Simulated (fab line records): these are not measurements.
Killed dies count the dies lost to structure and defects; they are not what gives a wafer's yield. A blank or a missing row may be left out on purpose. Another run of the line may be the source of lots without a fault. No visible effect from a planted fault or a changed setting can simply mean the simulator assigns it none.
Problem report, 8D (eight disciplines) form, completed by code ; flow n5 finfet ; the parts of the form that need people (team, actions taken, sign-off) are left out

== 1. WHAT WENT WRONG ==
Wafers without a fault read 34, standard deviation 9.2; killed_at_M0_to_M3 at N5_PASSIVATION_PROBE_49 reads a mean of 134 on 2 wafers belonging to 2 lots. That puts it +11 standard deviations away from the usual mean.
The first sign was on wafer L689.2 at day 16 19:44, on prober-01. The record has a number at this step for 9 wafers belonging to 3 lots. Rule for "out", or "out of limits": more than 4 standard deviations from the usual mean. All remaining wafers that have a number are taken as sound.

== 2. WHAT IT IS, WHAT IT ISN'T ==
question;is;is not
which readings at this step;killed_at_M0_to_M3, defect limited yield, killed dies, sort n pass, sort yield pct;killed_at_M4_up, killed at contacts, killed at front end, killed at other, killed open, killed short, sort_bin_8_speed
which lots;L688, L689;L685
which wafers of those lots;L688.2, L689.2;L688.1, L688.6, L689.4, L689.5
read on which tools;prober-01, prober-02;-
when;from day 16 19:44;"up to then (3 sound wafers); but 4 sound wafers of L688, L689 came after"

== 3. THE SUSPECTS, EACH WITH WHAT RULES IT OUT ==
Counting: a tool at a process step up to the reading stays a suspect if it ran every lot that is out. Sound lots after the first of them don't rule it out here, since some wafers of a struck lot are sound.
- wet bench-03 at N5_BEOL_M0_WET_ETCH_106 (etches SiO2 in DHF, target depth 130 nm, rinse time 30 s): kept. It processed each lot that is out (first: L688, day 10 01:31); up to then, its last sound lot is L685 (day 9 19:22).
The count leaves wet bench-03 at N5_BEOL_M0_WET_ETCH_106.

== 4. THE CAUSE (what the simulator had put in) ==
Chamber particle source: wet bench-03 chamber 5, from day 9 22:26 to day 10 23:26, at N5_BEOL_M0_WET_ETCH_106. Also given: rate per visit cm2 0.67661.
After counting, this tool was the only one left.

== 5. THE EFFECT CHAIN, in route order ==
One row per reading whose mean, taken over the struck wafers that have a number, lies over 3 standard deviations from the usual. Only readings for which the record gives a usual standard deviation are gone through. hours: the time from each lot's start at the first step in this table that gives one to its start at this step, as a median over the lots. sigmas: the change in usual standard deviations.
hours;step;reading;usual;on struck wafers;change;sigmas
0;N5_PASSIVATION_PROBE_49;defect limited yield;91.3 %;83.0;-8.3;-5.9
0;N5_PASSIVATION_PROBE_49;killed_at_M0_to_M3;34;134;+100;+11
0;N5_PASSIVATION_PROBE_49;killed dies;102;200;+98;+5.8
0;N5_PASSIVATION_PROBE_49;killed on rim;13;26;+12;+3.2
0;N5_PASSIVATION_PROBE_49;sort_bin_5_function;5.1 %;9.8;+4.8;+4.8
0;N5_PASSIVATION_PROBE_49;sort n pass;1078;980;-98;-5.8
0;N5_PASSIVATION_PROBE_49;sort yield pct;91.3 %;83.0;-8.3;-5.9
Its process steps:
- N5_PASSIVATION_PROBE_49

== 6. WHAT WOULD HAVE CAUGHT IT SOONER ==
First out-of-limits reading in this record: day 16 19:44, which is 165 hours after fault onset at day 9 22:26.
Lots out: 2; all had begun N5_BEOL_M0_WET_ETCH_106 on wet bench-03 by day 16 19:44. A hold on the tool at that time would have spared none of them.
